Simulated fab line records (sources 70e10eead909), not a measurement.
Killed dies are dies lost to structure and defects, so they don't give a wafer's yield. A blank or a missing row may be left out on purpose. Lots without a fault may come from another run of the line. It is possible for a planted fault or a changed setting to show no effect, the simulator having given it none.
Struck lot and sound lot, side by side    flow nand_harc    14 out of 1159 route steps
Sound: the wafers L369.1, L369.3, L369.6. Wafers struck: L361.1, L361.2, L361.5. The cause is given at the end.
Per side, at each step with rows, come the tool, then ch with its chambers, and then its first start. Under that, the readings that differ: sound wafers    struck wafers    difference of the means    sigmas: that difference in standard deviations of wafers without a fault.
alike: a reading whose means differ by less than 2 such deviations, as well as words and numbers matching on both sides. not compared: withheld readings; readings where some wafer has no value; bounds like >300 that might hide an equal value; numbers whose values overlap and for which the record gives no deviation.
The two part at a step that has a row with sigmas, a row that says differs or no value, or rows on one side only. When numbers do not overlap yet have no deviation, they are printed without sigmas and do not part them. A reading that every wafer of one side lacks parts them only if that side has two wafers or more.

first, 1 step without rows for these wafers: NHARC_A_STAIRCASE_HARDBAKE_311 (time 140 s).
NHARC_A_STAIRCASE_DESCUM_312: chemistry O2, time 3 s.
  sound on rie_diel-02 ch 2,3, day 16 01:24; struck on rie_diel-02 ch 0,3, day 13 22:52
  alike: drypump_motor_current_A, oes_product_au, rf_vpp_V, showerhead_plenum_p_Torr, throttle_valve_pct
  not compared: rf_hours_counter_h
NHARC_A_STAIRCASE_ETCH_313: etches the open film in CF4/CHF3.
  sound on rie_diel-02 ch 0,2,3, day 16 01:31; struck on rie_diel-02 ch 0,2, day 13 22:56
  alike: drypump_motor_current_A, oes_product_au, rf_vpp_V, showerhead_plenum_p_Torr, throttle_valve_pct
  not compared: rf_hours_counter_h
NHARC_A_STAIRCASE_HM_OPEN_463: chemistry O2/COS.
  sound: rie_diel-02 ch 2,3; struck: rie_diel-02 ch 0,1,3
  alike: drypump_motor_current_A, oes_product_au, rf_vpp_V, showerhead_plenum_p_Torr, throttle_valve_pct
  not compared: rf_hours_counter_h
then, 1 step without rows for these wafers: NHARC_A_STAIRCASE_STRIP_464 (strips in O2/COS).
NHARC_A_STAIRCASE_ETCH_453: etches the open film in CF4/O2, target depth 30 nm, overetch 3 nm, time 16.5 s.
  sound: rie_diel-02 ch 0,1; struck: rie_diel-02 ch 0,1
  alike: drypump_motor_current_A, oes_product_au, rf_vpp_V, showerhead_plenum_p_Torr, throttle_valve_pct
  not compared: rf_hours_counter_h
then, 1 step without rows for these wafers: NHARC_A_STAIRCASE_ETCH_315 (etches the open film in C4F8/O2/Ar, target depth 2500 nm, time 607.1 s).
NHARC_A_STAIRCASE_STRIP_316: strips in O2.
  sound: rie_diel-02 ch 1,3; struck: rie_diel-02 ch 2,3
  alike: drypump_motor_current_A, oes_product_au, rf_vpp_V, showerhead_plenum_p_Torr, throttle_valve_pct
  not compared: rf_hours_counter_h
then, 3 steps without rows for these wafers: NHARC_A_STAIRCASE_STRIP_317 (strips in SPM, time 900 s); NHARC_A_STAIRCASE_PRECLEAN_318 (cleans in SC1); NHARC_A_STAIRCASE_SRD_329.
NHARC_A_STAIRCASE_ALD_415: deposits SiO2, target thk 30 nm, pulse time 6 s, ald cycles 300.
  sound on ald_hk-01 ch 0,2,3, day 16 03:44; struck on ald_hk-02 ch 1,2, day 14 01:01
  no value came back on the struck wafers for ald_cycles, heater_power_outer_w (W), heater_power_w (W), precursor_pulse_height_rel; on the sound wafers ald_cycles reads 300 300 300
  not compared: since_wet_clean_h
then, 1 step without rows for these wafers: NHARC_A_STAIRCASE_ETCHBACK_416 (etches the open film in C4F8/O2/Ar, target depth 36 nm, time 7.2 s).
-- jump in the record: it breaks off in module A_STAIRCASE and resumes in module END (first step shown: number 1159 of the route), and 8 days separate the struck wafers' starts before and after --
NHARC_END_SORT_01:
  sound on prober-01 ch 0, day 23 18:34; struck on prober-01 ch 0, day 21 15:47
reading          sound     struck                                                                difference                    sigmas
hold             - - -     await_dispo/4.2h/scrap await_dispo/4.2h/scrap await_dispo/4.2h/scrap  no value on the sound wafers  
killed_at_array  51 50 55  673 673 675                                                           +622                          +57
killed_dies      54 55 56  677 677 677                                                           +622                          +57
  alike: killed_at_other, killed_at_periphery, killed_open, killed_short

## WHERE THEY PART
At NHARC_A_STAIRCASE_ALD_415 first; at NHARC_END_SORT_01 last (within this record only).

WHY: the cause the simulator had injected
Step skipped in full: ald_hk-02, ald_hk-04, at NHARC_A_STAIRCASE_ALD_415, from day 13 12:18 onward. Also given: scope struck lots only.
